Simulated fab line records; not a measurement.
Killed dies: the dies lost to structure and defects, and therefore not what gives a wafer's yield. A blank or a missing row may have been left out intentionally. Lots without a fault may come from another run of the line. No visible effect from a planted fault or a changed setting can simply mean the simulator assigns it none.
fab line records | flow n5_finfet
[record] lots = 10 wafers = 30 last_day = 19
route steps=1938 shown BEOL_M4@1108 BEOL_M5@1129 PASSIVATION@1936
lots with no fault: from the same line, run without faults
start_h: the number of hours between the record's first day and the start of the first shown wafer of the lot | wait_h: hours since the lot's step before | " identical to the entry in the row above | L1.1+2: a row that stands for several wafers | - no value present, or no start provided | * or withheld: withheld | < > ~ a bound
route shown NAME@n: NAME is a module with steps in the file, n the number in the route of the first one | usual: mean and standard deviation over wafers with no fault | same: alike in all rows | chamber/n: place in a boat | sites: readings site by site | _std_site: standard deviation of those values | _edge_site: mean of outer sites minus mean of inner sites | radius_mm: how far each site lies from the wafer's centre | mask NAME#n: copy n | behind: the tool/chamber that last shaped the wafer | hold: what put the lot on hold/how long, in hours/how the hold closed | device: the n, p or np transistor that did not switch | end of line: at the end of the route, the tests of the same wafers | for a step that has no rows: nothing shown but its recipe | killed: at the first sort, the dies lost to defects and structure; wafer yield is something else | map: dies across one wafer; x = killed, . = not, _ = none there
set.NAME: the run value of the setting; set.NAME@STEP: its run value at that earlier step | model.NAME: the simulator's own value behind a step, which no gauge read
the route's steps for a sample of lots (tables are steps, rows are wafers)
services: a tool's chamber out of use, with start hour (start_h, from the record's first day; less than 0 if before it), hours out, and reason
[[steps]]
[step N5_BEOL_M4_DEP_57]
[recipe] material = SiCN target_thk_a = 80 temp_c = withheld precursor = 3MS/NH3 pressure_torr = 3 rf_w = 202 time_s = 14
[usual] showerhead_plenum_p_Torr = 3.658/0.018 throttle_valve_pct = 9.0/0.64
// columns lot.wafer tool chamber start_h wait_h showerhead_plenum_p_Torr throttle_valve_pct
L800.2 pecvd-04 2 180.49 0.0 3.647 8.0
L800.3 " 0 " " 3.674 8.9
L800.5 " 2 " " 3.655 7.9
L802.2 pecvd-04 0 188.53 0.0 3.666 8.9
L802.3 " 2 " " 3.657 8.0
L802.4 " 0 " " 3.661 9.1
L801.1 pecvd-04 0 204.63 0.0 3.661 9.2
L801.4 " 1 " " 3.654 9.3
L801.5 " 0 " " 3.668 9.0
L806.2 pecvd-01 1 230.66 0.0 3.687 9.3
L806.3 " 0 " " 3.623 10.1
L806.4 " 0 " " 3.627 9.7
L807.2 pecvd-04 0 239.10 0.0 3.670 9.2
L807.3 " 2 " " 3.648 7.8
L807.5 " 0 " " 3.675 9.0
L808.2 pecvd-04 1 246.48 0.0 3.642 9.6
L808.3 " 2 " " 3.653 8.1
L808.5 " 1 " " 3.645 9.3
L817.1 pecvd-04 1 280.68 0.0 3.647 9.4
L817.3 " 2 " " 3.659 8.1
L817.4 " 0 " " 3.657 8.8
L814.1 pecvd-02 1 281.09 0.0 3.689 9.7
L814.3 " 0 " " 3.677 9.5
L814.5 " 1 " " 3.683 9.8
L822.3 pecvd-02 2 327.12 0.0 3.673 8.8
L822.5 " 2 " " 3.674 8.4
L822.6 " 1 " " 3.697 9.5
L820.2 pecvd-01 1 346.92 0.0 3.684 9.3
L820.3 " 2 " " 3.652 8.6
L820.5 " 1 " " 3.688 9.2
[step N5_BEOL_M5_DESCUM_16]
[recipe] chemistry = O2 time_s = 7 source_power_w = 50 bias_power_w = 20 pressure_mtorr = 20 rf_frequency_hz = 2.712e+07 temp_c = 40 resist = CAR-EUV o2_flow_sccm = 225
[usual] drypump_motor_current_A = 5.6/0.46 o2_flow_sccm = 224.9/0.69 oes_product_au = 0.80/0.097 rf_vpp_V = 243.4/1.3 showerhead_plenum_p_Torr = 2.11/0.071 throttle_valve_pct = 20.39/0.19
// columns lot.wafer tool chamber start_h wait_h drypump_motor_current_A o2_flow_sccm oes_product_au rf_hours_counter_h rf_vpp_V showerhead_plenum_p_Torr throttle_valve_pct
L800.2 rie_diel-02 3 184.04 0.0 5.9 224.5 0.74 145 242.4 2.09 20.16
L800.3 " 1 " " 5.0 225.8 0.70 231 243.4 2.16 20.52
L800.5 " 2 " " 5.6 225.0 0.73 - 244.4 2.18 20.31
L802.2 rie_diel-03 2 193.47 0.4 6.4 223.9 0.71 230 243.6 2.16 20.71
L802.3 " 1 " " 5.6 224.6 0.92 39 243.2 2.12 20.26
L802.4 " 3 " " 5.9 224.4 0.74 178 241.5 2.09 20.48
L801.1 rie_diel-06 0 208.02 0.1 5.9 224.5 0.90 35 242.6 2.04 20.40
L801.4 " 2 " " 6.2 226.2 0.77 128 240.3 1.93 20.38
L801.5 " 1 " " 5.1 224.8 0.69 - 240.1 1.99 20.77
L806.2 rie_diel-06 3 233.96 0.3 5.4 225.4 0.86 53 245.4 2.22 20.06
L806.3 " 1 " " 5.1 225.2 0.69 239 241.3 1.98 20.78
L806.4 " 2 " " 6.2 225.1 0.78 135 241.0 1.93 20.39
L807.2 rie_diel-02 3 243.40 0.1 5.9 226.0 0.72 166 242.9 2.09 20.18
L807.3 " 2 " " 5.6 223.9 0.72 193 244.6 2.17 20.34
L807.5 " 0 " " 4.7 225.2 0.98 - 243.4 2.15 20.39
L808.2 rie_diel-03 2 249.37 0.0 6.3 225.7 0.69 244 242.8 2.15 20.73
L808.3 " 0 " " 5.5 224.0 0.74 153 244.7 2.10 20.58
L808.5 " 1 " " 5.5 225.2 0.88 - 243.0 2.12 20.29
L817.1 rie_diel-03 0 286.43 0.4 5.5 226.4 0.73 170 242.7 2.10 20.60
L817.3 " 1 " " 5.6 225.0 0.87 70 243.7 2.11 20.30
L817.4 " 2 " " 6.3 224.7 0.69 - 244.6 2.15 20.76
L814.1 rie_diel-03 1 286.96 0.0 5.6 225.7 0.87 71 243.9 2.11 20.33
L814.3 " 0 " " 5.5 225.2 0.74 170 243.9 2.10 20.60
L814.5 " 0 " " 5.5 225.7 0.74 - 243.7 2.10 20.61
L822.3 rie_diel-02 0 332.90 0.1 4.6 226.0 0.90 38 244.3 2.14 20.41
L822.5 " 1 " " 5.1 223.3 0.94 - 241.9 2.14 20.19
L822.6 " 2 " " 5.6 224.8 0.69 - 243.6 2.16 20.39
L820.2 rie_diel-02 3 351.03 0.1 5.9 225.6 0.70 196 241.5 2.07 20.21
L820.3 " 0 " " 4.6 224.7 0.91 44 243.1 2.14 20.43
L820.5 " 3 " " 5.9 226.4 0.71 - 243.0 2.07 20.22
[step N5_BEOL_M5_ETCH_72]
[recipe] chemistry = N2/H2 target = underlayer target_depth_a = 65 mask_material = CAR-EUV time_s = 5.2 ion_energy_ev = 200 pressure_mtorr = 30 source_w = 840 bias_w = 150 n2_flow_sccm = 200 h2_flow_sccm = 200 ends = cleared
[usual] bias_w = 149.9/0.46 drypump_motor_current_A = 5.6/0.46 etch_rf_on_time_s = 5.16/0.088 oes_product_au = 0.68/0.081 rf_vpp_V = 524.3/2.7 showerhead_plenum_p_Torr = 2.56/0.085 throttle_valve_pct = 17.78/0.18
// columns lot.wafer tool chamber start_h wait_h bias_w drypump_motor_current_A etch_rf_on_time_s oes_product_au rf_hours_counter_h rf_vpp_V showerhead_plenum_p_Torr throttle_valve_pct
L800.2 rie_diel-02 3 184.07 0.0 151.0 5.9 5.13 0.63 145 523.3 2.56 17.67
L800.3 " 1 " " 149.7 5.1 5.27 0.59 231 525.7 2.61 17.90
L800.5 " 2 " " 149.8 5.6 5.26 0.62 - 528.0 2.65 17.73
L802.2 rie_diel-03 2 193.50 0.0 149.9 6.3 5.14 0.61 230 527.3 2.63 18.17
L802.3 " 1 " " 150.4 5.6 5.13 0.78 39 523.1 2.59 17.73
L802.4 " 3 " " 149.1 5.9 5.20 0.64 178 521.2 2.53 17.87
L801.1 rie_diel-06 0 208.06 0.0 149.4 5.9 5.05 0.77 35 522.8 2.48 17.72
L801.4 " 2 " " 149.6 6.2 5.12 0.66 128 518.1 2.35 17.81
L801.5 " 1 " " 149.7 5.1 5.29 0.58 - 520.8 2.40 18.10
L806.2 rie_diel-06 3 233.99 0.0 150.4 5.4 5.10 0.74 53 526.0 2.68 17.44
L806.3 " 1 " " 150.6 5.1 5.27 0.59 239 521.1 2.40 18.10
L806.4 " 2 " " 149.8 6.2 5.08 0.67 135 516.2 2.34 17.85
L807.2 rie_diel-02 3 243.43 0.0 149.5 5.9 5.15 0.62 166 521.7 2.55 17.66
L807.3 " 2 " " 150.6 5.6 5.24 0.61 193 526.8 2.64 17.75
L807.5 " 0 " " 149.8 4.7 5.10 0.82 - 524.8 2.59 17.61
L808.2 rie_diel-03 2 249.41 0.0 150.4 6.4 5.16 0.59 244 525.9 2.62 18.14
L808.3 " 0 " " 150.3 5.5 5.23 0.64 153 525.3 2.54 17.86
L808.5 " 1 " " 149.3 5.6 5.13 0.75 - 524.2 2.59 17.76
L817.1 rie_diel-03 0 286.46 0.0 150.5 5.5 5.33 0.61 170 525.8 2.54 17.89
L817.3 " 1 " " 133.4 5.6 5.42 0.70 70 488.4 2.58 17.79
L817.4 " 2 " " 150.1 6.3 5.17 0.59 - 522.8 2.61 18.22
L814.1 rie_diel-03 1 286.99 0.0 133.6 5.6 5.47 0.70 71 488.6 2.58 17.79
L814.3 " 0 " " 150.1 5.5 5.33 0.63 170 521.7 2.54 17.86
L814.5 " 0 " " 149.8 5.5 5.24 0.62 - 521.7 2.54 17.88
L822.3 rie_diel-02 0 332.94 0.0 150.3 4.7 5.16 0.78 38 525.0 2.58 17.66
L822.5 " 1 " " 149.6 5.1 5.07 0.81 - 526.3 2.60 17.55
L822.6 " 2 " " 150.3 5.7 5.28 0.59 - 526.4 2.63 17.78
L820.2 rie_diel-02 3 351.06 0.0 150.1 5.9 5.19 0.60 196 523.3 2.53 17.71
L820.3 " 0 " " 149.4 4.7 5.16 0.77 44 525.1 2.58 17.67
L820.5 " 3 " " 149.9 5.9 5.22 0.60 - 524.0 2.54 17.72
[step N5_BEOL_M5_CD_MEAS_18]
[recipe] pitch_nm = 56 target_cd_nm = 28
[usual] cd_nm = 28.10/0.28
// columns lot.wafer tool chamber start_h wait_h cd_nm
L800.2 cd_sem-01 - 184.51 0.1 27.58
L800.3 " - " " 28.39
L800.5 " - " " 28.18
L802.2 cd_sem-01 - 193.91 0.1 27.71
L802.3 " - " " 27.68
L802.4 " - " " 27.58
L801.1 cd_sem-02 - 208.46 0.0 28.25
L801.4 " - " " 28.10
L801.5 " - " " 28.04
L806.2 cd_sem-03 - 234.42 0.1 27.92
L806.3 " - " " 27.48
L806.4 " - " " 27.58
L807.2 cd_sem-02 - 243.90 0.1 28.46
L807.3 " - " " 28.50
L807.5 " - " " 28.26
L808.2 cd_sem-02 - 249.80 0.1 28.36
L808.3 " - " " 27.96
L808.5 " - " " 28.49
L817.1 cd_sem-03 - 286.86 0.0 28.27
L817.3 " - " " 28.50
L817.4 " - " " 28.17
L814.1 cd_sem-02 - 287.39 0.0 28.14
L814.3 " - " " 27.87
L814.5 " - " " 28.13
L822.3 cd_sem-02 - 333.40 0.1 28.39
L822.5 " - " " 28.20
L822.6 " - " " 28.00
L820.2 cd_sem-01 - 351.47 0.1 28.03
L820.3 " - " " 28.21
L820.5 " - " " 28.11
[step N5_PASSIVATION_PROBE_49]
[usual] defect_limited_yield = 91.2/1.4 killed_at_M0_to_M3 = 34/9.7 killed_at_M4_up = 14/5.2 killed_at_contacts = 13/6.7 killed_at_front_end = 39/11 killed_at_other = 3.6/2.6 killed_dies = 104/17 killed_open = 69/12 killed_short = 34/8.2 sort_bin_5_function = 5.3/0.89 sort_bin_6_memory = 3.2/0.69 sort_n_pass = 1076/17 sort_yield_pct = 91.2/1.4
[same] gross_dies = 1180 killed_at_back_side = 0 sort_bin_4_leakage[%] = 0 sort_bin_8_speed[%] = 0
// columns lot.wafer tool chamber start_h wait_h defect_limited_yield[%] killed_at_M0_to_M3 killed_at_M4_up killed_at_contacts killed_at_front_end killed_at_other killed_dies killed_open killed_short sort_bin_5_function[%] sort_bin_6_memory[%] sort_n_pass sort_yield_pct[%]
L800.2 prober-02 - 283.32 0.2 93.7 24 13 8 27 2 74 45 29 3.5 2.5 1106 93.7
L800.3 prober-02 - 283.37 0.3 91.3 28 25 14 34 2 103 76 27 6.2 2.5 1077 91.3
L800.5 prober-02 - 283.47 0.4 91.1 24 19 21 36 5 105 63 42 5.3 3.0 1075 91.1
L802.2 prober-02 - 293.24 0.1 91.3 40 9 10 40 4 103 83 19 5.8 2.8 1077 91.3
L802.3 prober-02 - 293.29 0.1 91.2 48 13 8 32 3 104 63 38 6.2 2.5 1076 91.2
L802.4 prober-02 - 293.34 0.2 92.0 37 16 8 28 5 94 62 31 4.7 3.1 1086 92.0
L801.1 prober-01 - 315.11 0.0 91.6 25 18 13 40 3 99 73 22 4.9 3.1 1081 91.6
L801.4 prober-01 - 315.26 0.2 89.7 39 6 17 55 4 121 86 31 5.9 4.0 1059 89.7
L801.5 prober-01 - 315.31 0.2 91.9 33 11 16 33 3 96 61 33 4.7 2.9 1084 91.9
L806.2 prober-02 - 333.02 0.1 91.3 45 12 13 31 2 103 65 37 5.2 3.1 1077 91.3
L806.3 prober-02 - 333.07 0.1 94.6 15 7 10 26 6 64 37 26 3.5 1.5 1116 94.6
L806.4 prober-02 - 333.12 0.2 90.5 30 15 35 29 3 112 71 37 5.6 3.4 1068 90.5
L807.2 prober-02 - 348.57 0.1 90.4 48 16 15 33 1 113 73 40 5.9 3.1 1067 90.4
L807.3 prober-02 - 348.62 0.1 90.8 37 22 17 27 6 109 71 38 6.2 3.0 1071 90.8
L807.5 prober-02 - 348.72 0.2 89.9 47 17 16 37 2 119 84 35 5.9 3.7 1061 89.9
L808.2 prober-01 - 353.68 0.1 92.2 30 11 6 41 4 92 52 38 4.7 3.0 1088 92.2
L808.3 prober-01 - 353.73 0.1 92.2 30 11 2 48 1 92 68 23 4.3 3.1 1088 92.2
L808.5 prober-01 - 353.83 0.2 91.9 36 7 5 43 5 96 57 38 4.5 3.4 1084 91.9
L817.1 prober-02 - 387.12 0.0 92.1 24 18 13 38 0 93 60 29 4.9 2.6 1087 92.1
L817.3 prober-02 - 387.22 0.1 91.4 28 11 19 43 1 102 64 36 5.1 3.2 1078 91.4
L817.4 prober-02 - 387.27 0.2 89.9 27 9 34 45 4 119 78 39 6.0 3.6 1061 89.9
L814.1 prober-01 - 392.99 0.0 88.5 36 9 27 58 6 136 84 46 7.0 4.1 1044 88.5
L814.3 prober-01 - 393.09 0.1 89.7 41 11 15 53 2 122 82 33 5.3 4.6 1058 89.7
L814.5 prober-01 - 393.19 0.2 90.4 29 13 14 53 4 113 69 39 5.7 3.7 1067 90.4
L822.3 prober-01 - 427.16 0.1 93.5 24 12 9 30 2 77 48 29 4.0 2.3 1103 93.5
L822.5 prober-01 - 427.26 0.2 94.6 20 9 4 30 1 64 42 21 4.0 1.4 1116 94.6
L822.6 prober-01 - 427.31 0.3 90.3 40 15 13 43 3 114 81 32 5.8 3.8 1066 90.3
L820.2 prober-01 - 452.18 0.1 90.7 39 13 5 50 3 110 71 36 5.8 2.8 1070 90.7
L820.3 prober-01 - 452.23 0.1 90.7 43 7 13 44 3 110 70 40 5.5 3.5 1070 90.7
L820.5 prober-01 - 452.33 0.2 92.0 28 5 17 42 2 94 64 29 4.7 3.2 1086 92.0
// killed by level:class
L800.2 MOL_CONTACT_COAG:geometric_particle:open=7 FIN_SAQP:geometric_particle:short=6 BEOL_M0_SAQP:geometric_particle:short=6 STI_FIN_REVEAL:geometric_particle:open=5 BEOL_M1:geometric_particle:open=5 BEOL_M4:geometric_particle:open=5 STARTING-WAFER:geometric_particle:short=4 FIN_SAQP:geometric_particle:open=3
L800.3 MOL_CONTACT_COAG:geometric_particle:open=12 FIN_SAQP:geometric_particle:open=9 BEOL_M0_SAQP:geometric_particle:open=9 DUMMY_GATE:geometric_particle:open=8 STI_FIN_REVEAL:geometric_particle:open=7 BEOL_M0_SAQP:geometric_particle:short=6 BEOL_M1:geometric_particle:open=5 BEOL_M4:geometric_particle:open=5
L800.5 MOL_CONTACT_COAG:geometric_particle:open=15 BEOL_M4:geometric_particle:open=11 FIN_SAQP:geometric_particle:short=9 BEOL_M0_SAQP:geometric_particle:short=7 GATE_CUT:geometric_particle:open=6 MOL_CONTACT_COAG:geometric_particle:short=6 FIN_SAQP:geometric_particle:open=5 STI_FIN_REVEAL:geometric_particle:open=4
L802.2 STI_FIN_REVEAL:geometric_particle:open=18 BEOL_M2:geometric_particle:open=18 FIN_SAQP:geometric_particle:open=8 MOL_CONTACT_COAG:geometric_particle:open=8 BEOL_M3:geometric_particle:open=6 BEOL_M4:geometric_particle:open=5 DUMMY_GATE:geometric_particle:open=4 BEOL_M0_SAQP:geometric_particle:open=4
L802.3 BEOL_M3:geometric_particle:open=16 BEOL_M1:geometric_particle:short=8 MOL_CONTACT_COAG:geometric_particle:open=7 FIN_SAQP:geometric_particle:open=6 GATE_CUT:geometric_particle:short=6 BEOL_M0_SAQP:geometric_particle:open=6 BEOL_M0_SAQP:geometric_particle:short=5 BEOL_M2:geometric_particle:open=5
L802.4 BEOL_M3:geometric_particle:open=12 STI_FIN_REVEAL:geometric_particle:open=10 MOL_CONTACT_COAG:geometric_particle:open=7 BEOL_M2:geometric_particle:open=7 BEOL_M4:geometric_particle:open=6 BEOL_M0_SAQP:geometric_particle:short=5 BEOL_M1:geometric_particle:short=4 FIN_SAQP:geometric_particle:short=3
L801.1 FIN_SAQP:geometric_particle:open=15 MOL_CONTACT_COAG:geometric_particle:open=11 BEOL_M4:geometric_particle:open=11 BEOL_M0_SAQP:geometric_particle:open=9 BEOL_M3:geometric_particle:open=8 FIN_SAQP:geometric_particle:short=4 STARTING-WAFER:geometric_particle:open=4 STI_FIN_REVEAL:geometric_particle:open=3
L801.4 STI_FIN_REVEAL:geometric_particle:open=16 FIN_SAQP:geometric_particle:open=15 MOL_CONTACT_COAG:geometric_particle:open=15 BEOL_M0_SAQP:geometric_particle:open=11 BEOL_M3:geometric_particle:open=9 FIN_SAQP:geometric_particle:short=8 BEOL_M0_SAQP:geometric_particle:short=6 BEOL_M1:geometric_particle:open=5
L801.5 MOL_CONTACT_COAG:geometric_particle:open=12 BEOL_M2:geometric_particle:open=11 BEOL_M0_SAQP:geometric_particle:open=9 BEOL_M4:geometric_particle:open=8 BEOL_M0_SAQP:geometric_particle:short=7 FIN_SAQP:geometric_particle:short=6 FIN_SAQP:geometric_particle:open=4 DUMMY_GATE:geometric_particle:open=4
L806.2 BEOL_M0_SAQP:geometric_particle:short=14 BEOL_M0_SAQP:geometric_particle:open=13 MOL_CONTACT_COAG:geometric_particle:open=10 DUMMY_GATE:geometric_particle:open=8 BEOL_M2:geometric_particle:open=5 BEOL_M3:geometric_particle:open=5 FIN_SAQP:geometric_particle:open=4 DUMMY_GATE:geometric_particle:short=4
L806.3 MOL_CONTACT_COAG:geometric_particle:open=10 ILD0:geometric_particle:short=6 FIN_SAQP:geometric_particle:short=4 GATE_CUT:geometric_particle:short=4 BEOL_M0_SAQP:geometric_particle:short=4 BEOL_M1:geometric_particle:open=3 BEOL_M3:geometric_particle:open=3 BEOL_M5:geometric_particle:open=3
L806.4 MOL_CONTACT_COAG:geometric_particle:open=31 BEOL_M0_SAQP:geometric_particle:open=12 FIN_SAQP:geometric_particle:short=7 ILD0:geometric_particle:short=6 BEOL_M0_SAQP:geometric_particle:short=6 ILD0:geometric_particle:open=4 MOL_CONTACT_COAG:geometric_particle:short=4 BEOL_M2:geometric_particle:open=3
L807.2 BEOL_M0_SAQP:geometric_particle:short=14 BEOL_M1:geometric_particle:open=14 MOL_CONTACT_COAG:geometric_particle:open=13 BEOL_M0_SAQP:geometric_particle:open=9 DUMMY_GATE:geometric_particle:open=7 FIN_SAQP:geometric_particle:short=6 BEOL_M4:geometric_particle:open=6 BEOL_M2:geometric_particle:open=5
L807.3 MOL_CONTACT_COAG:geometric_particle:open=12 BEOL_M1:geometric_particle:open=11 BEOL_M4:geometric_particle:open=9 DUMMY_GATE:geometric_particle:open=8 BEOL_M0_SAQP:geometric_particle:open=8 BEOL_M0_SAQP:geometric_particle:short=7 FIN_SAQP:geometric_particle:short=5 STI_FIN_REVEAL:geometric_particle:open=5
L807.5 BEOL_M1:geometric_particle:open=18 MOL_CONTACT_COAG:geometric_particle:open=12 STI_FIN_REVEAL:geometric_particle:open=8 BEOL_M4:geometric_particle:open=8 BEOL_M3:geometric_particle:open=7 FIN_SAQP:geometric_particle:short=6 DUMMY_GATE:geometric_particle:open=5 GATE_CUT:geometric_particle:short=5
L808.2 FIN_SAQP:geometric_particle:open=13 FIN_SAQP:geometric_particle:short=12 MOL_CONTACT_COAG:geometric_particle:open=6 BEOL_M1:geometric_particle:open=6 STI_FIN_REVEAL:geometric_particle:open=5 BEOL_M3:geometric_particle:open=5 BEOL_M2:geometric_particle:short=4 BEOL_M4:geometric_particle:short=4
L808.3 FIN_SAQP:geometric_particle:open=13 BEOL_M3:geometric_particle:open=13 FIN_SAQP:geometric_particle:short=10 STI_FIN_REVEAL:geometric_particle:open=10 BEOL_M1:geometric_particle:open=8 BEOL_M4:geometric_particle:open=6 BEOL_M5:geometric_particle:open=5 BEOL_M0_SAQP:geometric_particle:open=3
L808.5 FIN_SAQP:geometric_particle:short=16 BEOL_M1:geometric_particle:open=10 FIN_SAQP:geometric_particle:open=9 STI_FIN_REVEAL:geometric_particle:open=6 BEOL_M0_SAQP:geometric_particle:short=5 STARTING-WAFER:geometric_particle:open=4 BEOL_M0_SAQP:geometric_particle:open=4 BEOL_M3:geometric_particle:open=4
L817.1 FIN_SAQP:geometric_particle:open=12 MOL_CONTACT_COAG:geometric_particle:open=9 BEOL_M4:geometric_particle:open=8 BEOL_M1:geometric_particle:open=7 FIN_SAQP:geometric_particle:short=6 GATE_CUT:geometric_particle:short=6 STI_FIN_REVEAL:geometric_particle:open=5 MOL_CONTACT_COAG:geometric_particle:short=4
L817.3 MOL_CONTACT_COAG:geometric_particle:open=17 FIN_SAQP:geometric_particle:short=15 BEOL_M4:geometric_particle:open=9 FIN_SAQP:geometric_particle:open=7 BEOL_M1:geometric_particle:open=7 BEOL_M2:geometric_particle:open=6 BEOL_M0:geometric_particle:short=5 STI_FIN_REVEAL:geometric_particle:open=4
L817.4 MOL_CONTACT_COAG:geometric_particle:open=29 FIN_SAQP:geometric_particle:short=17 FIN_SAQP:geometric_particle:open=15 BEOL_M4:geometric_particle:open=6 BEOL_M0_SAQP:geometric_particle:open=5 MOL_CONTACT_COAG:geometric_particle:short=5 BEOL_M0_SAQP:geometric_particle:short=4 BEOL_M1:geometric_particle:open=4
L814.1 MOL_CONTACT_COAG:geometric_particle:open=24 FIN_SAQP:geometric_particle:short=23 FIN_SAQP:geometric_particle:open=16 BEOL_M1:geometric_particle:open=10 DUMMY_GATE:geometric_particle:open=7 BEOL_M2:geometric_particle:open=6 BEOL_M0_SAQP:geometric_particle:open=5 BEOL_M8:geometric_particle:open=4
L814.3 MOL_CONTACT_COAG:geometric_particle:open=12 FIN_SAQP:geometric_particle:open=10 FIN_SAQP:geometric_particle:short=10 BEOL_M1:geometric_particle:open=9 BEOL_M0_SAQP:geometric_particle:open=8 DUMMY_GATE:geometric_particle:open=6 GATE_CUT:geometric_particle:open=6 BEOL_M2:geometric_particle:open=6
L814.5 FIN_SAQP:geometric_particle:open=16 FIN_SAQP:geometric_particle:short=13 DUMMY_GATE:geometric_particle:open=10 MOL_CONTACT_COAG:geometric_particle:open=10 BEOL_M1:geometric_particle:open=8 BEOL_M0_SAQP:geometric_particle:short=7 BEOL_M4:geometric_particle:open=6 BEOL_M2:geometric_particle:open=5
L822.3 BEOL_M0_SAQP:geometric_particle:short=11 FIN_SAQP:geometric_particle:open=10 STI_FIN_REVEAL:geometric_particle:open=6 MOL_CONTACT_COAG:geometric_particle:open=5 BEOL_M8:geometric_particle:open=5 MOL_CONTACT_COAG:geometric_particle:short=4 BEOL_M0_SAQP:geometric_particle:open=4 BEOL_M4:geometric_particle:open=4
L822.5 FIN_SAQP:geometric_particle:open=9 BEOL_M2:geometric_particle:open=7 BEOL_M0_SAQP:geometric_particle:open=6 STI_FIN_REVEAL:geometric_particle:open=5 GATE_CUT:geometric_particle:short=5 FIN_SAQP:geometric_particle:short=3 STI_FIN_REVEAL:geometric_particle:short=3 MOL_CONTACT_COAG:geometric_particle:open=3
L822.6 FIN_SAQP:geometric_particle:open=21 MOL_CONTACT_COAG:geometric_particle:open=9 BEOL_M2:geometric_particle:open=9 BEOL_M3:geometric_particle:open=9 STI_FIN_REVEAL:geometric_particle:open=7 BEOL_M0_SAQP:geometric_particle:open=7 BEOL_M0_SAQP:geometric_particle:short=5 BEOL_M1:geometric_particle:short=5
L820.2 STI_FIN_REVEAL:geometric_particle:open=14 BEOL_M2:geometric_particle:open=13 BEOL_M0_SAQP:geometric_particle:short=10 FIN_SAQP:geometric_particle:open=8 FIN_SAQP:geometric_particle:short=8 BEOL_M3:geometric_particle:open=6 BEOL_M0_SAQP:geometric_particle:open=5 ILD0:geometric_particle:short=3
L820.3 BEOL_M0_SAQP:geometric_particle:open=12 FIN_SAQP:geometric_particle:short=11 BEOL_M2:geometric_particle:open=10 STI_FIN_REVEAL:geometric_particle:open=9 MOL_CONTACT_COAG:geometric_particle:open=9 BEOL_M0_SAQP:geometric_particle:short=9 FIN_SAQP:geometric_particle:open=7 ILD0:geometric_particle:open=6
L820.5 MOL_CONTACT_COAG:geometric_particle:open=14 FIN_SAQP:geometric_particle:open=12 STI_FIN_REVEAL:geometric_particle:open=7 BEOL_M0_SAQP:geometric_particle:short=7 BEOL_M0_SAQP:geometric_particle:open=6 BEOL_M2:geometric_particle:open=6 FIN_SAQP:geometric_particle:short=5 DUMMY_GATE:geometric_particle:open=5
[[services]]
// columns tool chamber start_h hours kind
pecvd-04 - 158.12 1.4 repair
pecvd-04 0 175.95 2.1 scheduled_down
rie_diel-02 0 177.29 - clean
rie_diel-02 0 177.29 - consumable_replace:focus_ring
rie_diel-02 0 177.29 24.5 scheduled_down
rie_diel-02 0 177.29 24.5 vent_cycle
pecvd-04 1 188.36 2.1 scheduled_down
pecvd-01 - 196.57 1.0 repair
rie_diel-03 - 210.92 0.5 repair
rie_diel-03 2 224.74 5.5 repair
rie_diel-02 1 235.50 - clean
rie_diel-02 1 235.50 - consumable_replace:focus_ring
rie_diel-02 1 235.50 16.7 scheduled_down
rie_diel-02 1 235.50 16.7 vent_cycle
rie_diel-03 3 237.13 57.4 repair
rie_diel-02 - 254.90 8.1 repair
pecvd-02 - 276.42 0.9 repair
rie_diel-03 2 295.05 - clean
rie_diel-03 2 295.05 - consumable_replace:focus_ring
rie_diel-03 2 295.05 24.5 scheduled_down
rie_diel-03 2 295.05 24.5 vent_cycle
rie_diel-02 1 296.22 11.3 repair
pecvd-04 1 310.94 12.0 repair
pecvd-02 - 311.50 0.8 repair
[[key]]
[first_sign] step = N5_BEOL_M5_ETCH_72 reading = bias_w direction = down sigmas = 36 usual = * struck = *
[effect] step = N5_BEOL_M5_ETCH_72 reading = rf_vpp_V direction = down sigmas = 13 usual = 524.3 struck = 488.5
met_at N5_BEOL_M5_ETCH_72
struck_lots L814,L817
struck_wafers L814.1,L817.3
not_acting_at N5_BEOL_M4_DEP_57,N5_BEOL_M5_DESCUM_16,N5_BEOL_M5_CD_MEAS_18
onset_between 249.41 286.46
[fault] kind = process_parameter_drift tool = rie_diel-03 chamber = 1 onset_h = 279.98 steps = N5_BEOL_M5_ETCH_72 channel = bias_w offset = * shape = step end_h = 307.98 acts_in = * stated = *
